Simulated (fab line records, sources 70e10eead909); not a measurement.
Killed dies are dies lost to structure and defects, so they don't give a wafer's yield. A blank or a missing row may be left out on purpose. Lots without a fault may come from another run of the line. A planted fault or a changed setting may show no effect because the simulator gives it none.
Chamber matching | flow nand_harc | NHARC_A_STAIRCASE_ETCH_444 on rie_diel-01: 4 sister chambers
The step etches the open film in C4F8/O2, target depth 10200 nm, time 3400 s. 14 wafers are shown with their chamber, then 7 later ones without.

WAFERS WITH THEIR CHAMBER
wafer  | chamber | rf_vpp_V (V) | oes_product_au (a.u.)
L074.1 | 2       | 810          | 0.940
L074.5 | 2       | 810          | 0.930
L074.6 | 1       | 804          | 0.933
L080.2 | 3       | 810          | 0.956
L080.3 | 1       | 803          | 0.996
L080.4 | 2       | 809          | 1.005
L082.1 | 0       | 810          | 0.984
L082.2 | 3       | 809          | 0.980
L082.5 | 0       | 811          | 0.975
L088.1 | 2       | 808          | 0.940
L088.2 | 1       | 805          | 0.947
L088.4 | 3       | 812          | 0.923
L090.1 | 2       | 810          | 0.928
L090.3 | 3       | 810          | 0.910

SIGNATURES (means of the wafers above)
reading        | chamber 0 | chamber 1 | chamber 2 | chamber 3 | scatter within a chamber
rf_vpp_V       | 810.50    | 804.00    | 809.40    | 810.25    | 1.02
oes_product_au | 0.97950   | 0.95867   | 0.94860   | 0.94225   | 0.0306
Rule: a wafer's distance from a chamber is the root of the sum, over the readings, of the square of ((its reading less the chamber's mean) divided by the reading's scatter). The wafer belongs to the nearest chamber; if the next one is less than 2 further off, it can't be placed. The scatter: the root of (the sum of the squares of (reading less its chamber's mean) over the shown wafers, divided by (wafers less chambers)).

WAFERS WITHOUT THEIR CHAMBER
wafer  | rf_vpp_V (V) | oes_product_au (a.u.)
L090.5 | 803          | 0.940
L094.1 | 810          | 0.922
L094.3 | 804          | 0.943
L094.6 | 810          | 0.927
L095.3 | 810          | 0.910
L095.5 | 808          | 0.919
L095.6 | 804          | 0.946

WHICH CHAMBER EACH WENT THROUGH
wafer  | from the rows above          | in truth
L090.5 | 1                            | 1
L094.1 | can't be placed: 3 or 2 or 0 | 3
L094.3 | 1                            | 1
L094.6 | can't be placed: 3 or 2 or 0 | 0
L095.3 | can't be placed: 3 or 2 or 0 | 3
L095.5 | can't be placed: 2 or 3 or 0 | 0
L095.6 | 1                            | 1
Placed correctly: 3 of 7. Can't be placed from these rows: 4 (the true chamber is among the candidates in 4). Placed wrongly: 0.
